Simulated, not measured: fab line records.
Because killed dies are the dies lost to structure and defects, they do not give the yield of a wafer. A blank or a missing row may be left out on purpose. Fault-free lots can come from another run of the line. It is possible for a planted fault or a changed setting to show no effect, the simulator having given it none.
fab line records	flow n5_finfet	part 1 of 2: steps 1 to 23 of 31
record lots=5	wafers=15	last_day=18
route steps=1938 shown BEOL_M5@1168 BEOL_M6@1194
lots untouched by any fault: they come from a run of this same line in which no faults occurred
start_h: hours from the record's opening day to when the first of the lot's shown wafers began	wait_h: time in hours since the lot's previous step	" unchanged from the row above	L1.1+2: a row that stands for several wafers	- value missing, or start not given	* or withheld: withheld	< > ~ a bound
route shown NAME@n: a module of which the file shows steps, and the number in the route of the first	usual: mean/standard deviation of fault-free wafers	same: alike in all rows	chamber/n: place in a boat	sites: readings site by site	_std_site: how widely they spread, as a standard deviation	_edge_site: inner sites' mean taken away from outer sites' mean	radius_mm: for every site, how far away it sits from the centre of the wafer	mask NAME#n: copy n	behind: the tool/chamber that last shaped the wafer	hold: cause of the lot's hold/its duration in hours/its outcome	device: the n, p or np transistor that did not switch	end of line: at the end of the route, the tests of the same wafers	step lacking rows: just its recipe	killed: at the first sort, the dies lost to defects and structure; wafer yield is something else	map: per-die view of a wafer (x killed, . not killed, _ where there is no die)
set.NAME: setting as actually run; set.NAME@STEP: the setting as run at that earlier step	model.NAME: the simulator's own value behind a step, which no gauge read
a table for each step, a row for each wafer; lots at some steps of the route
services: when a tool's chamber went out of use (start_h, in hours from the record's first day, below 0 if earlier), for how many hours, and the reason
## steps
# step N5_BEOL_M5_CD_MEAS_35
# recipe target_cd_nm=28	target_cd_y_nm=24	polarity=opening
# usual cd_nm=27.9/0.37
lot.wafer	tool	chamber	start_h	wait_h	cd_nm
L078.2	cd_sem-02	-	223.51	0.0	28.2
L078.3	"	-	"	"	27.5
L078.6	"	-	"	"	28.0
L080.3	cd_sem-01	-	246.47	0.0	28.2
L080.5	"	-	"	"	28.1
L080.6	"	-	"	"	28.0
L090.1	cd_sem-03	-	312.80	0.0	28.1
L090.2	"	-	"	"	28.2
L090.3	"	-	"	"	28.0
L094.3	cd_sem-02	-	329.76	0.0	27.7
L094.4	"	-	"	"	28.7
L094.5	"	-	"	"	27.8
L091.1	cd_sem-02	-	330.15	0.0	28.1
L091.3	"	-	"	"	27.8
L091.5	"	-	"	"	28.1
# step N5_BEOL_M5_CURE_80
# recipe temp_c=370	time_s=120	ambient=DMADMS/He	material=SiCOH_lowk
# usual lamp_power_pct=52.32/0.056	wafer_temp_C_max=371.9/0.56
lot.wafer	tool	chamber	start_h	wait_h	lamp_power_pct	wafer_temp_C_max
L078.2	uv_cure-02	1	223.60	0.1	52.34	371.4
L078.3	"	1	"	"	52.28	371.3
L078.6	"	1	"	"	52.34	372.4
L080.3	uv_cure-01	0	246.65	0.2	52.35	371.9
L080.5	"	0	"	"	52.24	372.1
L080.6	"	0	"	"	52.18	371.9
L090.1	uv_cure-03	2	312.85	0.0	52.38	371.7
L090.2	"	2	"	"	52.35	372.6
L090.3	"	2	"	"	52.24	371.4
L094.3	uv_cure-02	1	329.90	0.1	52.20	371.7
L094.4	"	1	"	"	52.21	372.2
L094.5	"	1	"	"	52.32	372.3
L091.1	uv_cure-02	0	330.19	0.0	52.30	370.9
L091.3	"	0	"	"	52.25	372.6
L091.5	"	0	"	"	52.27	371.6
# step N5_BEOL_M5_DEGAS_44
# recipe ambient=vacuum	temp_c=250	time_s=60
# usual heater_power_w=337/34
lot.wafer	tool	chamber	start_h	wait_h	heater_power_w
L078.2	pvd_sputter-02	-	223.94	0.3	382
L078.3	"	-	"	"	351
L078.6	"	-	"	"	355
L080.3	pvd_sputter-03	-	248.33	1.6	331
L080.5	"	-	"	"	404
L080.6	"	-	"	"	293
L090.1	pvd_sputter-03	-	313.47	0.5	297
L090.2	"	-	"	"	395
L090.3	"	-	"	"	328
L094.3	pvd_sputter-03	-	330.17	0.2	292
L094.4	"	-	"	"	316
L094.5	"	-	"	"	296
L091.1	pvd_sputter-03	-	330.51	0.3	324
L091.3	"	-	"	"	323
L091.5	"	-	"	"	286
# step N5_BEOL_M5_PRE_CLEAN_45
# recipe gas=H2/He	time_s=30	temp_c=250
# usual heater_power_w=338/35
lot.wafer	tool	chamber	start_h	wait_h	heater_power_w
L078.2	pvd_sputter-02	-	223.98	0.0	383
L078.3	"	-	"	"	361
L078.6	"	-	"	"	355
L080.3	pvd_sputter-03	-	248.37	0.0	317
L080.5	"	-	"	"	403
L080.6	"	-	"	"	302
L090.1	pvd_sputter-03	-	313.51	0.0	291
L090.2	"	-	"	"	404
L090.3	"	-	"	"	326
L094.3	pvd_sputter-03	-	330.21	0.0	301
L094.4	"	-	"	"	319
L094.5	"	-	"	"	294
L091.1	pvd_sputter-03	-	330.55	0.0	325
L091.3	"	-	"	"	321
L091.5	"	-	"	"	295
# step N5_BEOL_M5_ALD_86
# recipe material=TaN	target_thk_a=*	temp_c=275	ald_precursor_family=PDMAT	ald_co_reactant=NH3	pressure_torr=3	carrier_flow_sccm=1500	pulse_time_s=2	purge_time_s=3	co_reactant_purge_time_s=2	co_reactant_pulse_time_s=3	ald_cycles=30	precursor_vessel_temp_c=75	precursor_vessel_pressure_torr=26.25	precursor_vessel_carrier_sccm=1000
# usual heater_power_w=393/54
lot.wafer	tool	chamber	start_h	wait_h	heater_power_w
L078.2	ald_metal-03	1	224.08	0.1	413
L078.3	"	2	"	"	502
L078.6	"	1	"	"	411
L080.3	ald_metal-03	3	248.60	0.2	310
L080.5	"	1	"	"	408
L080.6	"	0	"	"	368
L090.1	ald_metal-01	1	313.80	0.3	364
L090.2	"	0	"	"	347
L090.3	"	2	"	"	433
L094.3	ald_metal-04	3	330.27	0.0	458
L094.4	"	3	"	"	459
L094.5	"	1	"	"	430
L091.1	ald_metal-01	1	330.61	0.0	362
L091.3	"	2	"	"	442
L091.5	"	1	"	"	363
# step N5_BEOL_M5_SURFACE_TREAT_87
# recipe gas=Ar	time_s=*	ion_energy_ev=*	ion_current_ma_cm2=0.5	pressure_mtorr=*	ar_flow_sccm=30
# usual throttle_valve_pct=*
lot.wafer	tool	chamber	start_h	wait_h	throttle_valve_pct
L078.2	pvd_sputter-02	-	224.99	0.8	*
L078.3	"	-	"	"	*
L078.6	"	-	"	"	*
L080.3	pvd_sputter-01	-	248.91	0.2	*
L080.5	"	-	"	"	*
L080.6	"	-	"	"	*
L090.1	pvd_sputter-02	-	315.46	1.6	*
L090.2	"	-	"	"	*
L090.3	"	-	"	"	*
L094.3	pvd_sputter-01	-	330.50	0.1	*
L094.4	"	-	"	"	*
L094.5	"	-	"	"	*
L091.1	pvd_sputter-02	-	330.84	0.1	*
L091.3	"	-	"	"	*
L091.5	"	-	"	"	*
# step N5_BEOL_M5_CVD_47
# recipe material=Co	target_thk_a=30	temp_c=withheld	precursor=CCTBA/H2	pressure_torr=30	time_s=216
lot.wafer	tool	chamber	start_h	wait_h
L078.2+3+6	cvd_co-01	2,1,2	225.28	0.3
L080.3+5+6	cvd_co-02	1,2,1	248.97	0.0
L090.1+2+3	cvd_co-02	1,2,0	315.52	0.0
L094.3+4+5	cvd_co-01	1,2,0	330.56	0.0
L091.1+3+5	cvd_co-01	2,1,2	331.13	0.3
# step N5_BEOL_M5_SPUTTER_48
# recipe material=Cu	target_thk_a=150	temp_c=-20	chamber_pressure_pa=0.07	power_w=withheld	time_s=27.62
# usual chamber_pressure_pa=0.07002/0.00013	chuck_sensor_temp_C=-16.1/0.71	throttle_valve_pct=29.7/0.65
lot.wafer	tool	chamber	start_h	wait_h	chamber_pressure_pa	chuck_sensor_temp_C	throttle_valve_pct
L078.2	pvd_sputter-02	-	225.55	0.2	0.0701	-17.4	29.9
L078.3	"	-	"	"	0.06999	-15.0	28.8
L078.6	"	-	"	"	0.07036	-16.4	29.9
L080.3	pvd_sputter-01	-	249.13	0.1	0.06973	-15.7	28.4
L080.5	"	-	"	"	0.06981	-15.4	31.3
L080.6	"	-	"	"	0.06999	-15.7	28.3
L090.1	pvd_sputter-02	-	315.78	0.2	0.06995	-16.4	29.9
L090.2	"	-	"	"	0.07007	-15.2	29.1
L090.3	"	-	"	"	0.0698	-17.3	30.1
L094.3	pvd_sputter-03	-	330.72	0.1	0.07002	-16.6	30.6
L094.4	"	-	"	"	0.06993	-15.6	28.9
L094.5	"	-	"	"	0.07011	-16.1	29.5
L091.1	pvd_sputter-02	-	332.80	1.6	0.06984	-16.4	30.4
L091.3	"	-	"	"	0.07025	-17.3	29.9
L091.5	"	-	"	"	0.07011	-17.0	29.8
# step N5_BEOL_M5_ANNEAL_49
# recipe temp_c=400	time_s=1800	ambient=vacuum
# usual heater_power_w=848/82
lot.wafer	tool	chamber	start_h	wait_h	heater_power_w
L078.2	pvd_sputter-02	-	225.63	0.0	786
L078.3	"	-	"	"	901
L078.6	"	-	"	"	842
L080.3	pvd_sputter-01	-	249.21	0.0	847
L080.5	"	-	"	"	816
L080.6	"	-	"	"	850
L090.1	pvd_sputter-02	-	315.86	0.0	826
L090.2	"	-	"	"	880
L090.3	"	-	"	"	792
L094.3	pvd_sputter-03	-	330.80	0.0	741
L094.4	"	-	"	"	787
L094.5	"	-	"	"	801
L091.1	pvd_sputter-02	-	332.88	0.0	847
L091.3	"	-	"	"	805
L091.5	"	-	"	"	972
# step N5_BEOL_M5_SPUTTER_81
# recipe material=Cu	target_thk_a=150	temp_c=-20	chamber_pressure_pa=0.07	power_w=withheld	time_s=27.62
# usual chamber_pressure_pa=0.06998/0.00015	chuck_sensor_temp_C=-16.1/0.71	throttle_valve_pct=29.7/0.67
lot.wafer	tool	chamber	start_h	wait_h	chamber_pressure_pa	chuck_sensor_temp_C	throttle_valve_pct
L078.2	pvd_sputter-02	-	226.64	0.5	0.07023	-17.4	29.8
L078.3	"	-	"	"	0.06997	-15.2	28.7
L078.6	"	-	"	"	0.06991	-16.3	29.9
L080.3	pvd_sputter-01	-	250.22	0.5	0.0698	-15.7	28.2
L080.5	"	-	"	"	0.07009	-15.5	31.2
L080.6	"	-	"	"	0.07	-15.4	28.3
L090.1	pvd_sputter-02	-	316.86	0.5	0.07006	-16.3	30.2
L090.2	"	-	"	"	0.06972	-14.8	28.8
L090.3	"	-	"	"	0.0699	-17.4	30.2
L094.3	pvd_sputter-03	-	331.80	0.5	0.06973	-16.5	30.5
L094.4	"	-	"	"	0.07	-15.5	29.1
L094.5	"	-	"	"	0.07006	-16.0	29.3
L091.1	pvd_sputter-02	-	333.88	0.5	0.07006	-16.4	30.2
L091.3	"	-	"	"	0.07001	-17.2	30.0
L091.5	"	-	"	"	0.06992	-16.8	29.7
# step N5_BEOL_M5_ANNEAL_82
# recipe temp_c=400	time_s=1800	ambient=vacuum
# usual heater_power_w=848/84
lot.wafer	tool	chamber	start_h	wait_h	heater_power_w
L078.2	pvd_sputter-02	-	226.72	0.0	785
L078.3	"	-	"	"	894
L078.6	"	-	"	"	826
L080.3	pvd_sputter-01	-	250.30	0.0	816
L080.5	"	-	"	"	836
L080.6	"	-	"	"	822
L090.1	pvd_sputter-02	-	316.94	0.0	836
L090.2	"	-	"	"	913
L090.3	"	-	"	"	808
L094.3	pvd_sputter-03	-	331.88	0.0	736
L094.4	"	-	"	"	811
L094.5	"	-	"	"	814
L091.1	pvd_sputter-02	-	333.96	0.0	833
L091.3	"	-	"	"	787
L091.5	"	-	"	"	956
# step N5_BEOL_M5_SPUTTER_83
# recipe material=Cu	target_thk_a=150	temp_c=-20	chamber_pressure_pa=0.07	power_w=withheld	time_s=27.62
# usual chamber_pressure_pa=0.06999/0.00014	chuck_sensor_temp_C=-16.1/0.71	throttle_valve_pct=29.7/0.65
lot.wafer	tool	chamber	start_h	wait_h	chamber_pressure_pa	chuck_sensor_temp_C	throttle_valve_pct
L078.2	pvd_sputter-02	-	227.73	0.5	0.07	-17.4	29.8
L078.3	"	-	"	"	0.0699	-15.2	28.9
L078.6	"	-	"	"	0.07028	-16.3	30.1
L080.3	pvd_sputter-01	-	251.30	0.5	0.06995	-15.6	28.5
L080.5	"	-	"	"	0.07001	-15.5	31.0
L080.6	"	-	"	"	0.06978	-15.5	28.2
L090.1	pvd_sputter-02	-	317.95	0.5	0.06978	-16.3	30.2
L090.2	"	-	"	"	0.06991	-15.0	28.9
L090.3	"	-	"	"	0.07003	-17.4	30.1
L094.3	pvd_sputter-03	-	332.89	0.5	0.06984	-16.5	30.6
L094.4	"	-	"	"	0.07025	-15.6	29.4
L094.5	"	-	"	"	0.07004	-15.9	29.5
L091.1	pvd_sputter-02	-	334.97	0.5	0.06989	-16.4	30.1
L091.3	"	-	"	"	0.06993	-17.3	29.9
L091.5	"	-	"	"	0.07	-16.9	29.8
# step N5_BEOL_M5_ANNEAL_84
# recipe temp_c=400	time_s=1800	ambient=vacuum
# usual heater_power_w=846/81
lot.wafer	tool	chamber	start_h	wait_h	heater_power_w
L078.2	pvd_sputter-02	-	227.81	0.0	792
L078.3	"	-	"	"	882
L078.6	"	-	"	"	841
L080.3	pvd_sputter-01	-	251.38	0.0	840
L080.5	"	-	"	"	825
L080.6	"	-	"	"	830
L090.1	pvd_sputter-02	-	318.03	0.0	826
L090.2	"	-	"	"	876
L090.3	"	-	"	"	797
L094.3	pvd_sputter-03	-	332.97	0.0	753
L094.4	"	-	"	"	812
L094.5	"	-	"	"	830
L091.1	pvd_sputter-02	-	335.05	0.0	840
L091.3	"	-	"	"	791
L091.5	"	-	"	"	960
# step N5_BEOL_M5_SPUTTER_88
# recipe material=Cu	target_thk_a=150	temp_c=-20	chamber_pressure_pa=0.07	power_w=withheld	time_s=27.62
# usual chamber_pressure_pa=0.07/0.00014	chuck_sensor_temp_C=-16.1/0.71	throttle_valve_pct=29.8/0.68
lot.wafer	tool	chamber	start_h	wait_h	chamber_pressure_pa	chuck_sensor_temp_C	throttle_valve_pct
L078.2	pvd_sputter-02	-	228.81	0.5	0.06998	-17.3	29.8
L078.3	"	-	"	"	0.07004	-15.2	29.2
L078.6	"	-	"	"	0.06991	-16.3	30.5
L080.3	pvd_sputter-01	-	252.39	0.5	0.07	-15.4	28.0
L080.5	"	-	"	"	0.06984	-15.6	31.3
L080.6	"	-	"	"	0.06983	-15.7	28.2
L090.1	pvd_sputter-02	-	319.04	0.5	0.06992	-16.5	30.2
L090.2	"	-	"	"	0.07018	-15.1	29.1
L090.3	"	-	"	"	0.07008	-17.4	30.0
L094.3	pvd_sputter-03	-	333.98	0.5	0.06998	-16.5	30.6
L094.4	"	-	"	"	0.07013	-15.7	29.4
L094.5	"	-	"	"	0.07002	-15.9	29.5
L091.1	pvd_sputter-02	-	336.06	0.5	0.06993	-16.4	30.2
L091.3	"	-	"	"	0.06996	-17.5	29.6
L091.5	"	-	"	"	0.06995	-16.7	30.0
# step N5_BEOL_M5_ANNEAL_89
# recipe temp_c=400	time_s=1800	ambient=vacuum
# usual heater_power_w=848/81
lot.wafer	tool	chamber	start_h	wait_h	heater_power_w
L078.2	pvd_sputter-02	-	228.89	0.0	797
L078.3	"	-	"	"	900
L078.6	"	-	"	"	838
L080.3	pvd_sputter-01	-	252.47	0.0	824
L080.5	"	-	"	"	842
L080.6	"	-	"	"	826
L090.1	pvd_sputter-02	-	319.12	0.0	830
L090.2	"	-	"	"	892
L090.3	"	-	"	"	820
L094.3	pvd_sputter-03	-	334.06	0.0	749
L094.4	"	-	"	"	798
L094.5	"	-	"	"	815
L091.1	pvd_sputter-02	-	336.14	0.0	808
L091.3	"	-	"	"	797
L091.5	"	-	"	"	948
# step N5_BEOL_M5_SPUTTER_90
# recipe material=Cu	target_thk_a=45	temp_c=-20	chamber_pressure_pa=0.07	power_w=withheld	time_s=8.29
# usual chamber_pressure_pa=0.07001/0.00013	chuck_sensor_temp_C=-16.1/0.72	throttle_valve_pct=29.7/0.67
lot.wafer	tool	chamber	start_h	wait_h	chamber_pressure_pa	chuck_sensor_temp_C	throttle_valve_pct
L078.2	pvd_sputter-02	-	229.90	0.5	0.06986	-17.3	29.9
L078.3	"	-	"	"	0.07003	-15.0	29.0
L078.6	"	-	"	"	0.07	-16.4	30.4
L080.3	pvd_sputter-01	-	253.48	0.5	0.07005	-15.4	28.4
L080.5	"	-	"	"	0.06989	-15.4	31.2
L080.6	"	-	"	"	0.06978	-15.6	28.3
L090.1	pvd_sputter-02	-	320.12	0.5	0.0701	-16.3	30.4
L090.2	"	-	"	"	0.0701	-15.0	29.0
L090.3	"	-	"	"	0.06994	-17.5	30.1
L094.3	pvd_sputter-03	-	335.06	0.5	0.06994	-16.6	30.5
L094.4	"	-	"	"	0.06994	-15.7	29.1
L094.5	"	-	"	"	0.07006	-16.0	29.3
L091.1	pvd_sputter-02	-	337.14	0.5	0.07008	-16.4	30.1
L091.3	"	-	"	"	0.06956	-17.3	29.8
L091.5	"	-	"	"	0.07001	-16.9	29.8
# step N5_BEOL_M5_ECD_50
# recipe material=Cu	target_thk_a=3000
lot.wafer	tool	chamber	start_h	wait_h
L078.2+3+6	ecd_cu-02	0,1,0	230.02	0.1
L080.3+5+6	ecd_cu-02	0,0,1	253.62	0.1
L090.1+2+3	ecd_cu-02	1,0,0	320.24	0.1
L094.3+4+5	ecd_cu-01	0,1,0	335.20	0.1
L091.1+3+5	ecd_cu-01	1	337.26	0.1
# step N5_BEOL_M5_ANNEAL_51
# recipe temp_c=225	time_s=90	ambient=N2
# usual wafer_temp_C_max=226.3/0.36
lot.wafer	tool	chamber	start_h	wait_h	wafer_temp_C_max
L078.2	rtp_anneal-01	0	230.15	0.1	225.6
L078.3	"	0	"	"	225.8
L078.6	"	0	"	"	225.8
L080.3	rtp_anneal-01	0	253.77	0.1	225.8
L080.5	"	0	"	"	226.2
L080.6	"	0	"	"	225.8
L090.1	rtp_anneal-02	0	320.61	0.3	226.7
L090.2	"	0	"	"	225.8
L090.3	"	0	"	"	226.3
L094.3	rtp_anneal-02	0	335.36	0.1	226.2
L094.4	"	0	"	"	226.9
L094.5	"	0	"	"	226.4
L091.1	rtp_anneal-02	0	337.35	0.1	227.1
L091.3	"	0	"	"	226.9
L091.5	"	0	"	"	226.7
# step N5_BEOL_M5_CMP_52
# recipe stop_on=SiCOH_lowk	t_overpolish_s=6.9	down_force_psi=1	platen_rpm=50	clearing_platen_down_force_psi=1.5	clearing_platen_rpm=50	post_cmp_clean=cu_alkaline	target_thk_nm=62	clearing_platen_pad_velocity_m_s=0.99484	pad_velocity_m_s=0.99484
# usual barrier_field_endpoint_s=24.7/0.64	head_pressure_psi=0.9999/0.0022	motor_current_A=5.9/0.51	overpolish_run_s=6.898/0.0083	time_to_endpoint_s=62/3.3
lot.wafer	tool	chamber	start_h	wait_h	barrier_field_endpoint_s	head_pressure_psi	motor_current_A	overpolish_run_s	time_to_endpoint_s
L078.2	cmp-04	2	230.40	0.2	24.6	1.0008	6.0	6.910	58
L078.3	"	0	"	"	25.6	0.9987	5.3	6.889	61
L078.6	"	3	"	"	25.0	0.9994	5.7	6.889	60
L080.3	cmp-02	1	254.20	0.4	25.3	0.9982	5.2	6.914	62
L080.5	"	1	"	"	26.4	0.9999	5.6	6.892	63
L080.6	"	2	"	"	25.7	0.9949	6.4	6.916	63
L090.2	cmp-03	3	320.92	0.2	24.3	0.9991	5.8	6.903	59
L090.1	"	0	"	"	24.9	1.0001	6.9	6.892	63
L090.3	"	2	"	"	24.1	1.0008	6.2	6.900	57
L094.3	cmp-03	3	335.56	0.2	23.9	1.0003	6.2	6.889	60
L094.4	"	2	"	"	24.6	0.9990	6.2	6.900	59
L094.5	"	3	"	"	23.9	1.0030	6.3	6.894	57
L091.3	cmp-02	0	337.70	0.2	25.5	0.9998	6.4	6.891	65
L091.1	"	1	"	"	25.1	0.9995	5.4	6.905	67
L091.5	"	0	"	"	25.5	0.9960	6.4	6.893	63
# step N5_BEOL_M5_THK_MEAS_53
# recipe thk_meas_gauge=xrf	reads=Cu_of_BEOL_M5_ECD_50
# usual M5_THK=60.8/2
lot.wafer	tool	chamber	start_h	wait_h	M5_THK[nm]
L078.2	film_metro-02	-	230.70	-	63.3
L078.3	"	-	"	"	61.4
L078.6	"	-	"	"	61.0
L080.3	film_metro-01	-	254.50	-	58.3
L080.5	"	-	"	"	60.4
L080.6	"	-	"	"	59.7
L090.1	film_metro-02	-	321.21	-	58.4
L090.2	"	-	"	"	58.4
L090.3	"	-	"	"	57.4
L094.3	film_metro-01	-	335.86	-	62.9
L094.4	"	-	"	"	61.8
L094.5	"	-	"	"	63.7
L091.1	film_metro-02	-	337.95	-	60.4
L091.3	"	-	"	"	60.4
L091.5	"	-	"	"	61.2
# step N5_BEOL_M5_PRE_CLEAN_77
# recipe gas=NH3/H2	time_s=15	temp_c=*	rf_power_w=300
# usual heater_power_w=91/13	rf_fwd_power_W=296.0/1.4
lot.wafer	tool	chamber	start_h	wait_h	heater_power_w	rf_fwd_power_W
L078.2	cvd_co-02	0	230.73	0.0	83	296.6
L078.3	"	2	"	"	102	295.0
L078.6	"	2	"	"	102	294.6
L080.3	cvd_co-01	1	254.76	0.3	70	297.2
L080.5	"	2	"	"	100	295.6
L080.6	"	1	"	"	69	298.3
L090.1	cvd_co-01	0	321.26	0.0	103	294.8
L090.2	"	1	"	"	68	297.1
L090.3	"	2	"	"	99	295.7
L094.3	cvd_co-02	0	335.92	0.1	85	295.2
L094.4	"	2	"	"	103	295.5
L094.5	"	2	"	"	100	295.9
L091.1	cvd_co-02	2	339.11	1.2	103	295.0
L091.3	"	2	"	"	100	295.6
L091.5	"	2	"	"	101	294.8
# step N5_BEOL_M5_CO_CAP_78
# recipe material=Co	target_thk_a=20	temp_c=200	precursor=CCTBA/H2	pressure_torr=30	time_s=102.1
# usual heater_power_w=244/16
lot.wafer	tool	chamber	start_h	wait_h	heater_power_w
L078.2	cvd_co-02	0	230.77	0.0	235
L078.3	"	2	"	"	257
L078.6	"	2	"	"	251
L080.3	cvd_co-01	1	254.80	0.0	220
L080.5	"	2	"	"	256
L080.6	"	1	"	"	217
L090.1	cvd_co-01	0	321.30	0.0	261
L090.2	"	1	"	"	215
L090.3	"	2	"	"	257
L094.3	cvd_co-02	0	335.99	0.1	234
L094.4	"	2	"	"	252
L094.5	"	2	"	"	253
L091.1	cvd_co-02	2	339.17	0.0	261
L091.3	"	2	"	"	258
L091.5	"	2	"	"	258
# step N5_BEOL_M5_PRE_CLEAN_55
# recipe gas=NH3	time_s=15	temp_c=withheld	rf_power_w=300
# usual rf_fwd_power_W=294.0/1.3
lot.wafer	tool	chamber	start_h	wait_h	rf_fwd_power_W
L078.2	pecvd-02	1	230.86	0.1	295.4
L078.3	"	1	"	"	296.5
L078.6	"	0	"	"	295.8
L080.3	pecvd-03	1	254.90	0.1	292.8
L080.5	"	2	"	"	293.4
L080.6	"	0	"	"	293.1
L090.1	pecvd-01	0	321.39	0.1	294.4
L090.2	"	2	"	"	294.1
L090.3	"	1	"	"	292.8
L094.3	pecvd-02	2	336.08	0.1	292.2
L094.4	"	1	"	"	295.2
L094.5	"	0	"	"	295.7
L091.1	pecvd-03	0	339.30	0.1	292.9
L091.3	"	2	"	"	292.7
L091.5	"	1	"	"	292.9
